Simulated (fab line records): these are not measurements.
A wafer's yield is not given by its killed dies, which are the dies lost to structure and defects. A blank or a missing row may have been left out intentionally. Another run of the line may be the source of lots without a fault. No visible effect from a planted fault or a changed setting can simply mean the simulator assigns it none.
A struck lot beside a sound one ; flow n5Finfet ; 43 out of 1938 route steps
Sound: the wafers L897.3, L897.5, L897.6. Struck: wafers L910.2, L910.5. (L910.4 of the same lot was not struck and is left out.) The cause comes at the end.
For every step that has rows: the tool of each side, followed by ch and its chambers, followed by its first start. Under that, the readings that differ: sound wafers ; struck wafers ; difference of the means ; sigmas: that difference in standard deviations of wafers without a fault.
alike: a reading whose means differ by less than 2 such deviations, as well as words and numbers matching on both sides. not compared: withheld readings; readings where some wafer has no value; bounds like >300 that might hide an equal value; numbers whose values overlap and for which the record gives no deviation.
The two part at a step that has a row with sigmas, a row that says differs or no value, or rows on one side only. Non-overlapping numbers with no deviation appear without sigmas and do not part them. Lack of a reading on every wafer of one side parts them only where that side has two or more wafers.

first, 4 steps without rows for these wafers: N5_BEOL_M8_SPUTTER_48 (material Cu, target thk 10 nm, time 1.667 s); N5_BEOL_M8_ECD_50 (material Cu, target thk 300 nm); N5_BEOL_M8_ANNEAL_51 (time 90 s); N5_BEOL_M8_CMP_52 (polishes, stops on SiCOH lowk, t overpolish 6.9 s, target thk 80 nm).
N5_BEOL_M8_THK_MEAS_53: measures by xrf.
  sound on filmMetro-02, day 11 13:00; struck on filmMetro-01, day 15 04:31
  alike: M8_THK
then, 2 steps without rows for these wafers: N5_BEOL_M8_PRE_CLEAN_55 (time 15 s); N5_BEOL_M8_DEP_56 (deposits SiCN from 3MS/NH3, target thk 10 nm, time 17.5 s).
N5_BEOL_M8_RS_MEAS_57: measures by four-point-probe.
  sound on filmMetro-02, day 11 13:08; struck on filmMetro-01, day 15 04:40
  alike: M8_RS
N5_BEOL_M8_INSPECT_58: inspects for defects (darkfield).
  sound on defectInspect-01, day 11 13:10; struck on defectInspect-01, day 15 04:41
  alike: rawDefectCount
N5_BEOL_M9_ILD_DEP_00: deposits SiCOH lowk from DEMS/porogen, target thk 308.51 nm, time 58 s.
  sound on pecvd-04 ch 0,1,2, day 11 13:12; struck on pecvd-04 ch 1, day 15 04:43
reading;sound;struck;difference;sigmas
showerheadPlenumPTorr (Torr);5.727 5.746 5.748;5.712 5.716;-0.026;-2
  alike: heaterPowerW, throttleValvePct
N5_BEOL_M9_CURE_71: cures SiCOH lowk, time 240 s.
  sound on uvCure-01 ch 1, day 11 13:26; struck on uvCure-01 ch 0, day 15 04:53
  alike: lampPowerPct, wafer_temp_C_max
N5_BEOL_M9_THK_MEAS_01:
  sound on filmMetro-01, day 11 13:47; struck on filmMetro-02, day 15 05:19
  alike: M9_ILD_THK
N5_BEOL_M9_PECVD_70: deposits SiO2 from TEOS/O2, target thk 20 nm, time 22.7 s.
  sound on pecvd-04 ch 0,1, day 11 13:49; struck on pecvd-04 ch 2, day 15 05:21
reading;sound;struck;difference;sigmas
showerheadPlenumPTorr (Torr);8.69 8.77 8.67;8.81 8.83;+0.11;+2
susceptorTempC (C);399.92 400.20 400.23;394.25 394.10;-5.94;-28
throttleValvePct (%);22.6 23.7 22.4;20.6 20.6;-2.3;-2
model.SiO2_of_BEOL_M9_PECVD_70.thkNm (nm);19.6 19.6 20.2;20.4 20.8;+0.8;
  alike: heaterPowerW
then, 9 steps without rows for these wafers: N5_BEOL_M9_HM_DEP_02 (deposits TiN, target thk 20 nm); N5_BEOL_M9_COAT_59 (time 60 s, resist thk 100 nm); N5_BEOL_M9_COAT_60 (time 60 s, resist thk 30 nm); N5_BEOL_M9_COAT_05 (resist thk 90 nm); N5_BEOL_M9_EBR_07; N5_BEOL_M9_SOFTBAKE_06 (time 60 s); N5_BEOL_M9_EXPOSE_08 (exposes mask M9); N5_BEOL_M9_PEB_09 (peb time 60 s); N5_BEOL_M9_DEVELOP_10 (develop time 30 s).
N5_BEOL_M9_CD_MEAS_11 targets a cd of 64.1 nm.
  sound on cdSem-03 ch 0, day 11 14:50; struck on cdSem-01 ch 0, day 15 06:07
  alike: cdNm
N5_BEOL_M9_OVL_MEAS_12:
  sound on overlay-02 ch 0, day 11 14:52; struck on overlay-02 ch 0, day 15 06:08
  alike: M9_OVL
N5_BEOL_M9_INSPECT_13: inspects for defects (brightfield).
  sound on defectInspect-02, day 11 14:53; struck on defectInspect-01, day 15 06:10
  alike: rawDefectCount
N5_BEOL_M9_DESCUM_16: chemistry O2, time 7.9 s.
  sound on rieDiel-06 ch 0,2,3, day 11 14:55; struck on rieDiel-03 ch 0,3, day 15 06:16
  alike: drypumpMotorCurrentA, oesProductAu, rfVppV, showerheadPlenumPTorr, throttleValvePct
  not compared: rfHoursCounterH
N5_BEOL_M9_ETCH_61: etches SiARC in CF4, target depth 39 nm, time 65 s.
  sound on rieDiel-06 ch 0,2,3, day 11 14:57; struck on rieDiel-03 ch 0,3, day 15 06:18
  alike: drypumpMotorCurrentA, etchRfOnTimeS, oesProductAu, rfVppV, showerheadPlenumPTorr, throttleValvePct
  not compared: rfHoursCounterH
then, 4 steps without rows for these wafers: N5_BEOL_M9_ETCH_62 (etches SOC in N2/H2, target depth 110 nm, overetch 22 nm, time 165 s); N5_BEOL_M9_STRIP_68 (strips in N2/H2); N5_BEOL_M9_STRIP_67 (strips in CF4); N5_BEOL_M9_HM_OPEN_17 (chemistry Cl2/BCl3, target TiN, target depth 20 nm, overetch 6 nm).
N5_BEOL_M9_STRIP_19: strips in O2.
  sound on rieDiel-06 ch 1,2,3, day 11 15:18; struck on rieDiel-03 ch 0,3, day 15 06:39
  alike: drypumpMotorCurrentA, oesProductAu, rfVppV, showerheadPlenumPTorr, throttleValvePct
  not compared: rfHoursCounterH
N5_BEOL_M9_CD_MEAS_18: pitch 140 nm, target cd 70 nm.
  sound on cdSem-02, day 11 15:22; struck on cdSem-02, day 15 06:43
  alike: cdNm
then, 9 steps without rows for these wafers: N5_BEOL_M9_COAT_63 (time 60 s, resist thk 60 nm); N5_BEOL_M9_COAT_64 (time 60 s, resist thk 12 nm); N5_BEOL_M9_COAT_75 (time 60 s, resist thk 5 nm); N5_BEOL_M9_COAT_22 (resist thk 30 nm); N5_BEOL_M9_EBR_24; N5_BEOL_M9_SOFTBAKE_23 (time 60 s); N5_BEOL_M9_EXPOSE_25 (exposes mask V8); N5_BEOL_M9_PEB_26 (peb time 60 s); N5_BEOL_M9_DEVELOP_27 (develop time 30 s).
N5_BEOL_M9_HM_STRIP_39: strips TiN in peroxide tin strip, target depth 25 nm, time 158 s.
  sound on wetBench-03 ch 0,1,4, day 11 19:34; struck on wetBench-02 ch 0,3, day 15 09:58
reading;sound;struck;difference;sigmas
model.SiO2_of_BEOL_M9_PECVD_70.thkNm (nm);19.6 19.6 20;20.2 20.6;+0.7;

## WHERE THEY PART
At N5_BEOL_M9_ILD_DEP_00 first; at N5_BEOL_M9_PECVD_70 last (within this record only). Later steps at which nothing parts them and some readings are alike: N5_BEOL_M9_CD_MEAS_11, N5_BEOL_M9_OVL_MEAS_12, N5_BEOL_M9_INSPECT_13, N5_BEOL_M9_DESCUM_16, N5_BEOL_M9_ETCH_61, N5_BEOL_M9_STRIP_19, N5_BEOL_M9_CD_MEAS_18.

WHY: what had been put in by the simulator
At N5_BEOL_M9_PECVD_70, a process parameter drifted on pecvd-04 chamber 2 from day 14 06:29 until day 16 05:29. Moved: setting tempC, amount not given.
